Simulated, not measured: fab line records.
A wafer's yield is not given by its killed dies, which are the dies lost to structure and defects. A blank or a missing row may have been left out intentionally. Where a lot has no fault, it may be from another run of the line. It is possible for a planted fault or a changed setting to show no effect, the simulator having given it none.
Chamber matching + flow n5_finfet + N5_FIN_CUT_STRIP_24 on rie_diel-01: 4 sister chambers
The step strips in CF4. 8 wafers are shown with their chamber, then 11 later ones without.

== WAFERS PAIRED WITH THEIR CHAMBERS ==
| wafer  | chamber | drypump_motor_current_A (A) | throttle_valve_pct (%) |
|--------|---------|-----------------------------|------------------------|
| L083.2 | 1       | 5.3                         | 13.67                  |
| L089.4 | 1       | 5.3                         | 13.69                  |
| L091.1 | 2       | 6.1                         | 13.44                  |
| L091.3 | 0       | 6.4                         | 13.38                  |
| L091.6 | 0       | 6.4                         | 13.38                  |
| L092.4 | 3       | 6.1                         | 14.04                  |
| L092.6 | 2       | 6.1                         | 13.44                  |
| L093.3 | 3       | 6.0                         | 14.04                  |

== WAFERS WITH NO CHAMBER GIVEN ==
| wafer  | drypump_motor_current_A (A) | throttle_valve_pct (%) |
|--------|-----------------------------|------------------------|
| L093.4 | 6.4                         | 13.40                  |
| L093.5 | 6.0                         | 14.04                  |
| L094.1 | 6.1                         | 14.05                  |
| L094.2 | 5.3                         | 13.68                  |
| L094.5 | 6.0                         | 14.03                  |
| L096.1 | 6.1                         | 13.45                  |
| L096.2 | 6.4                         | 13.42                  |
| L096.6 | 6.4                         | 13.40                  |
| L097.1 | 5.3                         | 13.71                  |
| L097.3 | 6.4                         | 13.39                  |
| L097.5 | 6.4                         | 13.40                  |

== THE CHAMBER EACH PASSED THROUGH ==
| wafer  | from the rows above | in truth |
|--------|---------------------|----------|
| L093.4 | 0                   | 0        |
| L093.5 | 3                   | 3        |
| L094.1 | 3                   | 3        |
| L094.2 | 1                   | 1        |
| L094.5 | 3                   | 3        |
| L096.1 | 2                   | 2        |
| L096.2 | 0                   | 0        |
| L096.6 | 0                   | 0        |
| L097.1 | 1                   | 1        |
| L097.3 | 0                   | 0        |
| L097.5 | 0                   | 0        |
11 of 11 placed correctly. Left unplaced by these rows: 0. Number placed wrongly: 0.
How it was worked out, from the rows above alone: a wafer's distance from a chamber is the root of the sum, over the readings, of the square of ((its reading less the chamber's mean) divided by the reading's scatter). The wafer belongs to the nearest chamber; if the next one is less than 2 further off, it can't be placed. The mean given for a chamber averages the wafers shown for that chamber. How the scatter is found: for the shown wafers, subtract from each reading the mean of its chamber, square and add these, divide the total by (wafers less chambers), then take the root.
